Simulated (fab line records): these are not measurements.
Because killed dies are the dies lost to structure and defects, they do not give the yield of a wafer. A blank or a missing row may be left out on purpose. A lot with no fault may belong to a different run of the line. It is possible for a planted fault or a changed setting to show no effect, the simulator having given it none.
Matching of chambers | flow nand_harc | rie_diel-01 running NHARC_A_STAIRCASE_DESCUM_291: 4 sister chambers
The step chemistry O2, time 3 s. 8 wafers are shown with their chamber, then 10 later ones without.

== WAFERS WITH THEIR CHAMBER ==
wafer  | chamber | drypump_motor_current_A (A) | showerhead_plenum_p_Torr (Torr)
L081.2 | 0       | 5.1                         | 2.03
L083.5 | 2       | 6.6                         | 1.87
L085.2 | 0       | 5.1                         | 2.03
L085.6 | 1       | 5.7                         | 1.96
L088.1 | 2       | 6.5                         | 1.86
L088.2 | 1       | 5.7                         | 1.95
L087.3 | 3       | 5.3                         | 1.93
L087.5 | 3       | 5.3                         | 1.93

== WAFERS WHOSE CHAMBER IS MISSING ==
wafer  | drypump_motor_current_A (A) | showerhead_plenum_p_Torr (Torr)
L087.6 | 6.5                         | 1.86
L089.1 | 5.1                         | 2.02
L089.4 | 5.7                         | 1.95
L089.6 | 6.6                         | 1.86
L093.3 | 6.5                         | 1.86
L093.4 | 5.1                         | 2.02
L093.5 | 6.6                         | 1.86
L096.3 | 6.5                         | 1.85
L096.4 | 5.3                         | 1.92
L096.6 | 5.4                         | 1.92

== EACH ONE'S CHAMBER ==
wafer  | from the rows above | in truth
L087.6 | 2                   | 2
L089.1 | 0                   | 0
L089.4 | 1                   | 1
L089.6 | 2                   | 2
L093.3 | 2                   | 2
L093.4 | 0                   | 0
L093.5 | 2                   | 2
L096.3 | 2                   | 2
L096.4 | 3                   | 3
L096.6 | 3                   | 3
10 of 10 placed correctly. Not placeable from these rows: 0. Wrongly placed: 0.
How it was worked out, from the rows above alone: a wafer's distance from a chamber is the root of the sum, over the readings, of the square of ((its reading less the chamber's mean) divided by the reading's scatter). The wafer belongs to the nearest chamber; if the next one is less than 2 further off, it can't be placed. Each chamber's mean is taken over the wafers shown for it. The scatter: take each reading less its chamber's mean, square it, sum over the shown wafers, divide by the number of wafers less the number of chambers, and take the root.
